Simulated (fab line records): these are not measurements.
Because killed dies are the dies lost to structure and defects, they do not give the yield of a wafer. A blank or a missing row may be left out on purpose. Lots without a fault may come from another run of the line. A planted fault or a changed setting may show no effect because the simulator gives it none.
Matching of chambers ; flow n5_finfet ; N5_BEOL_M0_SAQP_PECVD_00 on pecvd-02: 3 sister chambers
The step deposits SiCN from 3MS/NH3, target thk 8 nm, time 14 s. 3 wafers are shown with their chamber, then 9 later ones without.

WAFERS WITH THEIR CHAMBER
wafer;chamber;showerhead_plenum_p_Torr (Torr)
L087.4;0;3.660
L087.5;2;3.679
L087.6;1;3.680

WAFERS WITH NO CHAMBER GIVEN
wafer;showerhead_plenum_p_Torr (Torr)
L094.2;3.653
L094.4;3.683
L094.5;3.646
L095.2;3.653
L095.3;3.681
L095.4;3.683
L096.2;3.677
L096.3;3.660
L096.6;3.643

WHICH CHAMBER EACH WENT THROUGH
wafer;from the rows above;in truth
L094.2;0;0
L094.4;can't be placed: 1 or 2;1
L094.5;0;0
L095.2;0;0
L095.3;can't be placed: 1 or 2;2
L095.4;can't be placed: 1 or 2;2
L096.2;can't be placed: 2 or 1 or 0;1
L096.3;0;0
L096.6;0;0
Correct placement for 5 of the 9. Not placeable from these rows: 4 (in 4, the candidates include the true chamber). Number placed wrongly: 0.
How it was worked out, from the rows above alone: a wafer's distance from a chamber is the root of the sum, over the readings, of the square of ((its reading less the chamber's mean) divided by the reading's scatter). If the next closest chamber is less than 2 further off than the closest, the wafer can't be placed; otherwise it belongs to the closest. A chamber's mean is the mean of its shown wafers. The scatter: with one shown wafer a chamber, the root of the mean of the squares of how far each hidden wafer lies from its nearest shown one.
